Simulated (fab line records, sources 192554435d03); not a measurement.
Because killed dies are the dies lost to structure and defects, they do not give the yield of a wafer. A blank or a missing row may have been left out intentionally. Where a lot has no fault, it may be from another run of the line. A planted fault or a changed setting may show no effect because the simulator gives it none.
fab line records ; flow n5_finfet
[record] lots = 5; wafers = 15; last_day = 16
route steps=1938 shown BEOL_M9@1437 BEOL_M10@1470 BEOL_M15@1830
lots untouched by any fault: they come from a run of this same line in which no faults occurred
start_h: hours from the record's first day to the start of the lot's first wafer shown ; wait_h: hours elapsed since this lot's preceding step ; " same as the row above ; L1.1+2: a single row standing in for several wafers ; - no value, or no start given ; * or withheld: withheld ; < > ~ a bound
route shown NAME@n: a module of which the file shows steps, and the number in the route of the first ; usual: mean/standard deviation taken from wafers without a fault ; same: alike in all rows ; chamber/n: place in a boat ; sites: each site's reading ; _std_site: standard deviation of those values ; _edge_site: inner sites' mean taken away from outer sites' mean ; radius_mm: for every site, how far away it sits from the centre of the wafer ; mask NAME#n: copy n ; behind: the last tool/chamber to shape the wafer ; hold: what put the lot on hold/how long, in hours/how the hold closed ; device: names the non-switching transistor (n, p or np) ; end of line: at the end of the route, the tests of the same wafers ; step lacking rows: just its recipe ; killed: dies that structure and defects cost at the first sort, which is not the same as the wafer's yield ; map: the dies of a wafer, with x for killed, . for not killed, _ for no die there
set.NAME: the run value of the setting; set.NAME@STEP: its run value at that earlier step ; model.NAME: the simulator's own value behind a step, which no gauge read
a table for each step, a row for each wafer; lots at some steps of the route
services: from which hour (start_h, from the record's first day; less than 0 if before it) a tool's chamber was out of use, for how many hours, and why
[[steps]]
[step N5_BEOL_M9_DESCUM_33]
[recipe] chemistry = O2; time_s = 7; source_power_w = 50; bias_power_w = 20; pressure_mtorr = 20; rf_frequency_hz = 2.712e+07; temp_c = 40; resist = CAR-EUV; o2_flow_sccm = 225
[step N5_BEOL_M9_ETCH_76]
[recipe] chemistry = N2/H2; target = underlayer; target_depth_a = 65; mask_material = CAR-EUV; time_s = 5.2; ion_energy_ev = 200; pressure_mtorr = 30; source_w = 840; bias_w = 150; n2_flow_sccm = 200; h2_flow_sccm = 200; ends = cleared
[step N5_BEOL_M9_ETCH_65]
[recipe] chemistry = CF4; target = SiARC; target_depth_a = 156; mask_material = CAR-EUV; time_s = 26; ion_energy_ev = 80; pressure_mtorr = 40; source_w = 545; bias_w = 36; Ar_flow_sccm = 100; cf4_flow_sccm = 100; ends = cleared
[step N5_BEOL_M9_ETCH_66]
[recipe] chemistry = N2/H2; target = SOC; target_depth_a = 800; overetch_a = 160; mask_material = SiARC; temp_c = 40; time_s = 120; ion_energy_ev = 200; pressure_mtorr = 30; source_w = 840; bias_w = 150; n2_flow_sccm = 200; h2_flow_sccm = 200
[step N5_BEOL_M9_STRIP_69]
[recipe] chemistry = N2/H2; temp_c = 40; n2_flow_sccm = 200; h2_flow_sccm = 200; rf_frequency_hz = 6e+07
[step N5_BEOL_M9_STRIP_77]
[recipe] chemistry = N2/H2; temp_c = 40; n2_flow_sccm = 200; h2_flow_sccm = 200; rf_frequency_hz = 6e+07
[step N5_BEOL_M9_VIA_ETCH_34]
[recipe] chemistry = C4F6/O2; target = SiCOH_lowk; target_depth_a = 1824; mask_material = SOC; taper_deg = 4; time_s = 68.4; ion_energy_ev = 250; pressure_mtorr = 30; source_w = 345; bias_w = 185; Ar_flow_sccm = 300; C4F6_flow_sccm = 10; O2_flow_sccm = 10
[step N5_BEOL_M9_STRIP_73]
[recipe] chemistry = C4F6/O2; resist = SiARC; rf_frequency_hz = 6e+07
[step N5_BEOL_M9_STRIP_36]
[recipe] chemistry = N2/H2; power_w = 450; temp_c = 40; pressure_mtorr = 20; rf_frequency_hz = 6e+07; overash_fraction = 0.3; bias_power_w = 7; h2_frac = 0.5; n2_flow_sccm = 200; h2_flow_sccm = 200
[step N5_BEOL_M9_TRENCH_ETCH_37]
[recipe] chemistry = C4F6/O2; target_depth_a = 1514.3; target = SiCOH_lowk; time_s = 49; ion_energy_ev = 250; pressure_mtorr = 30; source_w = 345; bias_w = 185; Ar_flow_sccm = 300; C4F6_flow_sccm = 10; O2_flow_sccm = 10
[usual] bias_w = 185.0/0.59; drypump_motor_current_A = 5.7/0.38; oes_product_au = 0.81/0.081; rf_vpp_V = 659/12; run_length_s = 72.4/0.39; showerhead_plenum_p_Torr = 2.84/0.093; throttle_valve_pct = 20.99/0.22; time_s = 49/0
lot.wafer;tool;chamber;start_h;wait_h;bias_w;drypump_motor_current_A;oes_product_au;rf_hours_counter_h;rf_vpp_V;run_length_s;showerhead_plenum_p_Torr;throttle_valve_pct;time_s;model.BEOL_M9.feature_depth_nm;model.etch.depth_nm;model.TiN_of_BEOL_M9_HM_DEP_02.thk_nm
L534.1;rie_diel-03;2;235.72;-;185.0;5.7;0.82;73;656;72.4;2.87;20.87;49;151;151;15.8
L534.2;rie_diel-03;0;235.72;-;185.4;5.4;0.71;203;665;71.5;2.83;21.41;49;150;150.1;15.8
L534.6;rie_diel-03;2;235.72;-;185.7;5.7;0.82;-;655;71.6;2.87;20.89;49;151.6;151.6;15.8
L543.1;rie_diel-02;1;280.75;-;185.9;5.2;0.85;54;655;72.1;2.78;20.61;49;153.6;153.5;16.4
L543.2;rie_diel-02;0;280.75;-;185.5;5.0;0.75;178;650;71.8;2.63;21.13;49;152.2;152.3;16
L543.3;rie_diel-02;3;280.75;-;184.8;5.5;0.71;191;687;72.2;2.83;20.99;49;149.8;149.8;16
L551.2;rie_diel-03;1;314.51;-;185.3;5.8;0.88;39;642;61.0;2.91;20.89;34.3;108;107.9;17.2
L551.4;rie_diel-03;0;314.51;-;185.8;5.4;0.70;223;664;60.0;2.82;21.44;34.3;105;105.1;17.2
L551.5;rie_diel-03;0;314.51;-;186.2;5.4;0.70;-;665;59.8;2.82;21.44;34.3;105.6;105.7;17.2
L550.4;rie_diel-03;1;319.21;-;184.5;5.8;0.87;41;641;61.3;2.91;20.90;34.3;108;108;16.8
L550.5;rie_diel-03;1;319.21;-;185.4;5.8;0.88;-;643;60.8;2.91;20.91;34.3;108;108.1;17
L550.6;rie_diel-03;2;319.21;-;184.1;5.7;0.81;-;655;60.1;2.86;20.93;34.3;106.6;106.6;16.6
L552.2;rie_diel-04;3;324.62;-;185.2;6.0;0.87;48;663;60.7;2.78;20.90;34.3;109;109.1;16.8
L552.3;rie_diel-04;2;324.62;-;184.9;5.5;0.89;38;656;61.3;2.90;20.90;34.3;107;107;17.2
L552.6;rie_diel-04;2;324.62;-;184.9;5.5;0.87;-;655;61.1;2.90;20.87;34.3;107;106.9;17.2
[step N5_BEOL_M9_ETCH_41]
[recipe] chemistry = CH3F/O2; target = SiCN; target_depth_a = 366; taper_deg = 2; time_s = 70.1; ion_energy_ev = 120; mask_material = TiN; pressure_mtorr = 30; source_w = 395; bias_w = 75; Ar_flow_sccm = 150; CH3F_flow_sccm = 30; O2_flow_sccm = 20
[step N5_BEOL_M9_STRIP_80]
[recipe] chemistry = N2/H2; time_s = 10; power_w = 450; temp_c = 40; pressure_mtorr = 20; rf_frequency_hz = 6e+07; bias_power_w = 7; n2_flow_sccm = 200; h2_flow_sccm = 200
[step N5_BEOL_M9_OCD_MEAS_38]
[usual] trench_depth_nm = 151.9/2.6
lot.wafer;tool;chamber;start_h;wait_h;trench_depth_nm
L534.1;ocd-01;-;235.89;-;150.6
L534.2;ocd-01;-;235.89;-;150.0
L534.6;ocd-01;-;235.89;-;151.5
L543.1;ocd-02;-;280.92;-;153.2
L543.2;ocd-02;-;280.92;-;152.5
L543.3;ocd-02;-;280.92;-;150.0
L551.2;ocd-02;-;314.69;-;107.6
L551.4;ocd-02;-;314.69;-;105.8
L551.5;ocd-02;-;314.69;-;105.7
L550.4;ocd-01;-;319.38;-;107.6
L550.5;ocd-01;-;319.38;-;108.5
L550.6;ocd-01;-;319.38;-;106.1
L552.2;ocd-01;-;324.79;-;109.3
L552.3;ocd-01;-;324.79;-;107.1
L552.6;ocd-01;-;324.79;-;107.0
[step N5_BEOL_M9_HM_STRIP_39]
[recipe] chemistry = peroxide_tin_strip; material = TiN; target_depth_a = 250; temp_c = 50; time_s = 158
[step N5_BEOL_M9_SRD_40]
[recipe] time_s = 30; temp_c = 23; rinse_liquid = diw; dry = ipa_marangoni
[step N5_BEOL_M9_PRECLEAN_42]
[recipe] chemistry = residue_remover; time_s = 60; temp_c = 40
[step N5_BEOL_M9_SRD_43]
[recipe] time_s = 30; temp_c = 23; rinse_liquid = diw; dry = ipa_marangoni
[step N5_BEOL_M9_CURE_72]
[recipe] temp_c = 370; time_s = 120; ambient = DMADMS/He; material = SiCOH_lowk
[step N5_BEOL_M9_DEGAS_44]
[recipe] ambient = vacuum; temp_c = 250; time_s = 60
[step N5_BEOL_M9_PRE_CLEAN_45]
[recipe] gas = H2/He; time_s = 30; temp_c = 250
[step N5_BEOL_M9_ALD_74]
[recipe] material = TaN; target_thk_a = 20; temp_c = 275; ald_precursor_family = PDMAT; ald_co_reactant = NH3; pressure_torr = 3; carrier_flow_sccm = 1500; pulse_time_s = 2; purge_time_s = 3; co_reactant_purge_time_s = 2; co_reactant_pulse_time_s = 3; ald_cycles = 40; precursor_vessel_temp_c = 75; precursor_vessel_pressure_torr = 26.25; precursor_vessel_carrier_sccm = 1000
[step N5_BEOL_M9_SURFACE_TREAT_79]
[recipe] gas = Ar; time_s = *; ion_energy_ev = *; ion_current_ma_cm2 = 0.5; pressure_mtorr = *; ar_flow_sccm = 30
[step N5_BEOL_M9_CVD_78]
[recipe] material = Co; target_thk_a = 20; temp_c = withheld; precursor = CCTBA/H2; pressure_torr = 30; time_s = 138.9
[step N5_BEOL_M9_SPUTTER_48]
[recipe] material = Cu; target_thk_a = 120; temp_c = -20; bias_v = 60; power_w = 26000; chamber_pressure_pa = 0.13; time_s = 2
[step N5_BEOL_M9_ECD_50]
[recipe] material = Cu; target_thk_a = 3180
[step N5_BEOL_M9_ANNEAL_51]
[recipe] temp_c = 225; time_s = 90; ambient = N2
[step N5_BEOL_M9_CMP_52]
[recipe] stop_on = SiCOH_lowk; t_overpolish_s = 7; down_force_psi = 1; platen_rpm = 50; clearing_platen_down_force_psi = 1.5; clearing_platen_rpm = 50; post_cmp_clean = cu_alkaline; target_thk_nm = 140; clearing_platen_pad_velocity_m_s = 0.99484; pad_velocity_m_s = 0.99484
[usual] motor_current_A = 5.9/0.47
lot.wafer;tool;chamber;start_h;wait_h;motor_current_A;model.Cu_of_BEOL_M9_ECD_50.thk_nm
L534.1;cmp-03;3;237.65;0.3;6.4;141.2
L534.2;cmp-03;0;237.65;0.3;5.6;140.4
L534.6;cmp-03;2;237.65;0.3;5.6;140.6
L543.2;cmp-01;1;283.24;0.2;6.0;140.8
L543.3;cmp-01;3;283.24;0.2;6.0;138
L543.1;cmp-01;0;283.24;0.2;5.7;142.2
L551.2;cmp-01;1;316.66;0.2;6.0;95.8
L551.4;cmp-01;3;316.66;0.2;5.9;92.8
L551.5;cmp-01;1;316.66;0.2;6.2;93.4
L550.4;cmp-04;1;322.91;0.1;6.6;96.6
L550.5;cmp-04;1;322.91;0.1;6.7;97.8
L550.6;cmp-04;2;322.91;0.1;5.2;95
L552.2;cmp-03;1;326.75;0.2;5.2;98
L552.3;cmp-03;3;326.75;0.2;6.3;96
L552.6;cmp-03;1;326.75;0.2;5.6;96.2
[step N5_BEOL_M9_THK_MEAS_53]
[recipe] thk_meas_gauge = xrf; reads = Cu_of_BEOL_M9_ECD_50
[usual] M9_THK = 142/3.2
lot.wafer;tool;chamber;start_h;wait_h;M9_THK[nm]
L534.1;film_metro-02;-;237.87;-;143
L534.2;film_metro-02;-;237.87;-;142
L534.6;film_metro-02;-;237.87;-;142
L543.1;film_metro-02;-;283.53;-;144
L543.2;film_metro-02;-;283.53;-;142
L543.3;film_metro-02;-;283.53;-;139
L551.2;film_metro-01;-;316.92;-;97
L551.4;film_metro-01;-;316.92;-;93
L551.5;film_metro-01;-;316.92;-;94
L550.4;film_metro-01;-;323.21;-;98
L550.5;film_metro-01;-;323.21;-;99
L550.6;film_metro-01;-;323.21;-;96
L552.2;film_metro-01;-;327.05;-;99
L552.3;film_metro-01;-;327.05;-;98
L552.6;film_metro-01;-;327.05;-;98
[step N5_BEOL_M9_PRE_CLEAN_55]
[recipe] gas = NH3; time_s = 15; temp_c = withheld; rf_power_w = 300
[step N5_BEOL_M9_DEP_56]
[recipe] material = SiCN; target_thk_a = 150; temp_c = withheld; precursor = 3MS/NH3; pressure_torr = 3; rf_w = 202; time_s = 26.5
[step N5_BEOL_M9_RS_MEAS_57]
[recipe] thk_meas_gauge = four-point-probe; reads = Cu_of_BEOL_M9_ECD_50+Co_of_BEOL_M9_CVD_78+TaN_of_BEOL_M9_ALD_74
[usual] M9_RS = 0.150/0.0034
lot.wafer;tool;chamber;start_h;wait_h;M9_RS[ohm/sq]
L534.1;film_metro-02;-;238.04;0.1;0.149
L534.2;film_metro-02;-;238.04;0.1;0.150
L534.6;film_metro-02;-;238.04;0.1;0.150
L543.1;film_metro-02;-;283.67;0.1;0.148
L543.2;film_metro-02;-;283.67;0.1;0.150
L543.3;film_metro-02;-;283.67;0.1;0.153
L551.2;film_metro-01;-;317.05;0.1;0.231
L551.4;film_metro-01;-;317.05;0.1;0.240
L551.5;film_metro-01;-;317.05;0.1;0.238
L550.4;film_metro-01;-;323.35;0.0;0.229
L550.5;film_metro-01;-;323.35;0.0;0.226
L550.6;film_metro-01;-;323.35;0.0;0.234
L552.2;film_metro-01;-;327.18;0.1;0.225
L552.3;film_metro-01;-;327.18;0.1;0.231
L552.6;film_metro-01;-;327.18;0.1;0.230
[step N5_BEOL_M10_ILD_DEP_00]
[recipe] material = SiCOH_lowk; target_thk_a = 3085.1; temp_c = 300; precursor = DEMS/porogen; pressure_torr = 5; rf_w = 500; time_s = 58
[step N5_BEOL_M10_CURE_71]
[recipe] temp_c = 385; time_s = 240; ambient = He/Ar; material = SiCOH_lowk
[step N5_BEOL_M10_PECVD_70]
[recipe] material = SiO2; target_thk_a = 200; temp_c = 400; precursor = TEOS/O2; pressure_torr = 5.5; rf_w = 450; teos_flow_sccm = 53.8; gas = O2; flow_sccm = 3000; time_s = 22.7
[step N5_BEOL_M10_HM_DEP_02]
[recipe] material = TiN; target_thk_a = 200; temp_c = 25; chamber_pressure_pa = 0.49996
[step N5_BEOL_M10_COAT_59]
[recipe] resist = SOC; temp_c = 250; time_s = 60; spin_rpm = 1500; resist_thk_nm = 100
[step N5_BEOL_M15_RC_MEAS_101]
[usual] COMB_M10 = 1.4e-11/2.8e-12; COMB_M10_max_site = 2.1e-11/4.3e-12; COMB_M11 = 1.37e-11/2.9e-12; COMB_M12 = 5.7e-12/1.3e-12; COMB_M13 = 4.2e-12/8.2e-13; COMB_M14 = 2.9e-12/7.7e-13; COMB_M15 = 1.9e-12/6.3e-13; COMB_M5 = 3.6e-11/7.3e-12; COMB_M6 = 2.4e-11/5.4e-12; COMB_M7 = 2.5e-11/5.2e-12; COMB_M8 = 2.4e-11/4.9e-12; SERP_M10 = 3.02/0.076; SERP_M11 = 3.04/0.08; SERP_M12 = 0.634/0.014; SERP_M13 = 0.308/0.0066; SERP_M14 = 0.1579/0.003; SERP_M5 = 38.8/1.6; SERP_M6 = 13.5/0.52; SERP_M7 = 13.4/0.56; SERP_M7_max_site = 14.0/0.63; SERP_M8 = 13.5/0.46; SERP_M8_max_site = 14.2/0.62; SERP_M9 = 3.04/0.08; SERP_M9_max_site = 3.13/0.079
lot.wafer;tool;chamber;start_h;wait_h;COMB_M10[S/m];COMB_M10_max_site[S/m];COMB_M11[S/m];COMB_M12[S/m];COMB_M13[S/m];COMB_M14[S/m];COMB_M15[S/m];COMB_M5[S/m];COMB_M6[S/m];COMB_M7[S/m];COMB_M8[S/m];SERP_M10[ohm/um];SERP_M11[ohm/um];SERP_M12[ohm/um];SERP_M13[ohm/um];SERP_M14[ohm/um];SERP_M5[ohm/um];SERP_M6[ohm/um];SERP_M7[ohm/um];SERP_M7_max_site[ohm/um];SERP_M8[ohm/um];SERP_M8_max_site[ohm/um];SERP_M9[ohm/um];SERP_M9_max_site[ohm/um]
L534.1;prober-01;0;287.56;0.0;1.54e-11;1.9e-11;1.47e-11;5.8e-12;4.5e-12;3.4e-12;3.1e-12;4.5e-11;2.2e-11;1.4e-11;1.6e-11;2.95;3.15;0.654;0.306;0.1581;39.6;14.1;14.7;15.2;13.2;13.5;3.08;3.09
L534.2;prober-01;0;287.56;0.0;1.99e-11;2.6e-11;1.09e-11;5.8e-12;3.5e-12;4.9e-12;2.4e-12;3e-11;2e-11;2.7e-11;1.7e-11;3.05;3.10;0.655;0.316;0.1537;38.8;13.6;13.3;14.1;13.7;14.4;3.13;3.19
L534.6;prober-01;0;287.56;0.0;1.43e-11;2.2e-11;1.58e-11;6.9e-12;4.4e-12;3.3e-12;3.3e-12;4.6e-11;2.1e-11;2e-11;1.7e-11;3.06;3.06;0.645;0.300;0.1565;39.2;14.7;13.9;14.2;14.5;15.1;3.03;3.10
L543.1;prober-02;0;333.59;0.0;1.66e-11;2.1e-11;1.3e-11;4.6e-12;5.1e-12;2.9e-12;7e-13;2.6e-11;2.2e-11;2.4e-11;2.6e-11;2.99;2.93;0.639;0.305;0.1549;39.3;13.3;13.1;13.8;13.8;14.6;3.09;3.12
L543.2;prober-02;0;333.59;0.0;1.11e-11;1.6e-11;1.62e-11;5.9e-12;5.4e-12;3.2e-12;1e-12;4.6e-11;1.7e-11;2.2e-11;1.7e-11;2.95;2.98;0.603;0.315;0.1581;39.5;13.3;13.9;14.4;13.8;14.3;3.07;3.13
L543.3;prober-02;0;333.59;0.0;1.21e-11;1.9e-11;1.5e-11;4.8e-12;4.2e-12;2.6e-12;1.6e-12;4e-11;1.7e-11;3e-11;2.3e-11;3.06;3.06;0.635;0.312;0.1556;40.8;14.0;13.5;14.2;14.6;15.9;3.15;3.27
L551.2;prober-02;0;365.02;0.3;1.54e-11;2.1e-11;1.06e-11;5.1e-12;3.8e-12;3.5e-12;1.5e-12;3e-11;2.5e-11;2.1e-11;2.3e-11;2.92;3.05;0.631;0.301;0.1599;34.8;12.9;13.8;14.4;13.3;13.8;4.65;4.92
L551.4;prober-02;0;365.02;0.3;1.36e-11;2.4e-11;1.5e-11;6.8e-12;4.1e-12;1.8e-12;8e-13;4.2e-11;2.7e-11;2.8e-11;3.3e-11;2.90;3.01;0.630;0.312;0.1548;38.7;13.6;13.5;14.0;13.1;13.5;4.84;4.90
L551.5;prober-02;0;365.02;0.3;1.38e-11;2.6e-11;1.43e-11;5e-12;4.8e-12;4.3e-12;1.3e-12;2.6e-11;2.8e-11;1.4e-11;2.5e-11;2.91;2.99;0.631;0.311;0.1561;36.9;13.0;13.7;14.3;13.0;13.7;4.82;4.95
L550.4;prober-02;0;369.84;0.5;1.98e-11;2.8e-11;1.52e-11;4.7e-12;3.7e-12;2.1e-12;1.1e-12;3.9e-11;2.4e-11;2.5e-11;2.9e-11;3.10;3.05;0.631;0.301;0.1537;39.3;12.8;14.0;14.9;13.2;13.8;4.57;4.77
L550.5;prober-02;0;369.84;0.5;1.11e-11;1.7e-11;9e-12;3.9e-12;3.4e-12;2.4e-12;2.2e-12;4.8e-11;2.3e-11;2.6e-11;1.7e-11;3.04;2.98;0.640;0.300;0.1570;38.9;12.4;13.3;14.1;12.8;13.1;4.60;4.76
L550.6;prober-02;0;369.84;0.5;1.39e-11;2.5e-11;1.63e-11;5.1e-12;4.3e-12;2.6e-12;1.3e-12;3.5e-11;2.5e-11;2.5e-11;3e-11;3.08;3.16;0.616;0.303;0.1614;35.8;13.3;13.5;14.2;13.1;13.9;4.74;4.81
L552.2;prober-01;0;369.98;0.2;1.45e-11;1.8e-11;1.63e-11;6.1e-12;3.2e-12;2.2e-12;2.4e-12;3.3e-11;1.7e-11;3.1e-11;2.2e-11;3.17;3.06;0.630;0.308;0.1595;41.4;13.7;13.0;13.4;13.5;13.8;4.52;4.60
L552.3;prober-01;0;369.98;0.2;1.42e-11;1.6e-11;1.67e-11;5.5e-12;5e-12;2.4e-12;2.4e-12;4.8e-11;1.7e-11;2.5e-11;2.9e-11;3.03;3.05;0.624;0.319;0.1578;41.5;13.6;12.9;13.7;14.1;14.7;4.57;4.66
L552.6;prober-01;0;369.98;0.2;1.45e-11;1.9e-11;1.35e-11;4.9e-12;4.3e-12;4e-12;1.6e-12;3.6e-11;2.1e-11;2.4e-11;2.7e-11;3.07;3.14;0.622;0.315;0.1569;40.4;13.1;14.3;14.7;14.0;14.2;4.53;4.79
// sites SERP_M9 radius_mm=0,75,75,75,75,140,140,140,140
L534.1 3.08 3.08 3.08 3.09 3.08 3.07 3.05 3.07 3.02
L543.1 3.12 3.11 3.07 3.09 3.12 3.09 3.06 3.09 3.01
L551.2 4.47 4.54 4.59 4.49 4.65 4.79 4.92 4.83 4.89
L550.4 4.53 4.59 4.53 4.51 4.56 4.68 4.57 4.59 4.77
L552.2 4.38 4.52 4.49 4.43 4.40 4.59 4.52 4.60 4.57
[[services]]
tool;chamber;start_h;hours;kind
cmp-01;-;220.21;6.4;pm
cmp-01;-;231.02;3.8;repair
cmp-03;-;233.02;4.0;pm
cmp-03;-;237.02;-;consumable_replace:conditioner
cmp-03;-;237.02;-;consumable_replace:pad
rie_diel-03;0;239.43;7.2;repair
cmp-01;-;242.13;4.0;pm
cmp-01;-;246.13;-;consumable_replace:conditioner
cmp-01;-;246.13;-;consumable_replace:pad
cmp-01;-;257.31;0.7;repair
cmp-04;-;257.55;19.6;repair
rie_diel-02;0;259.82;6.2;repair
rie_diel-02;2;266.34;-;clean
rie_diel-02;2;266.34;-;consumable_replace:focus_ring
rie_diel-02;2;266.34;18.4;scheduled_down
rie_diel-02;2;266.34;18.4;vent_cycle
rie_diel-04;2;277.56;5.6;repair
cmp-01;-;290.15;2.1;repair
cmp-04;-;293.90;0.8;repair
cmp-01;-;302.33;2.1;repair
rie_diel-03;3;325.77;3.3;repair
cmp-04;-;326.72;2.6;repair
cmp-01;-;326.75;4.6;pm
[[key]]
[first_sign] step = N5_BEOL_M9_TRENCH_ETCH_37; reading = time_s; direction = down; sigmas = 99+; usual = *; struck = *
[effect] step = N5_BEOL_M9_TRENCH_ETCH_37; reading = run_length_s; direction = down; sigmas = 30; usual = *; struck = *
[effect] step = N5_BEOL_M9_OCD_MEAS_38; reading = trench_depth_nm; direction = down; sigmas = 17; usual = 151.9; struck = 107.2
[effect] step = N5_BEOL_M9_THK_MEAS_53; reading = M9_THK; direction = down; sigmas = 14; usual = 142; struck = 97
[effect] step = N5_BEOL_M9_RS_MEAS_57; reading = M9_RS; direction = up; sigmas = 24; usual = 0.150; struck = 0.231
[effect] step = N5_BEOL_M15_RC_MEAS_101; reading = SERP_M9; direction = up; sigmas = 20; usual = 3.04; struck = 4.65
[model_effect] step = N5_BEOL_M9_TRENCH_ETCH_37; value = BEOL_M9.feature_depth_nm; without = 153.1; struck = 107.1
[model_effect] step = N5_BEOL_M9_CMP_52; value = Cu_of_BEOL_M9_ECD_50.thk_nm; without = 141.7; struck = 95.73
met_at N5_BEOL_M9_TRENCH_ETCH_37
struck_wafers L550.4,L550.5,L550.6,L551.2,L551.4,L551.5,L552.2,L552.3,L552.6
sort_left_out L550.4,L550.5,L550.6,L551.2,L551.4,L551.5,L552.2,L552.3,L552.6
onset_between 235.72 314.51
[fault] kind = recipe_version_skew; tool = rie_diel-02,rie_diel-03,rie_diel-04; chamber = -; onset_h = 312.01; steps = N5_BEOL_M9_TRENCH_ETCH_37; wrong_recipe.time_s = *
// sort_left_out: the simulated sort isn't trusted on such a fault, so these wafers' sort isn't shown, and their yield isn't known
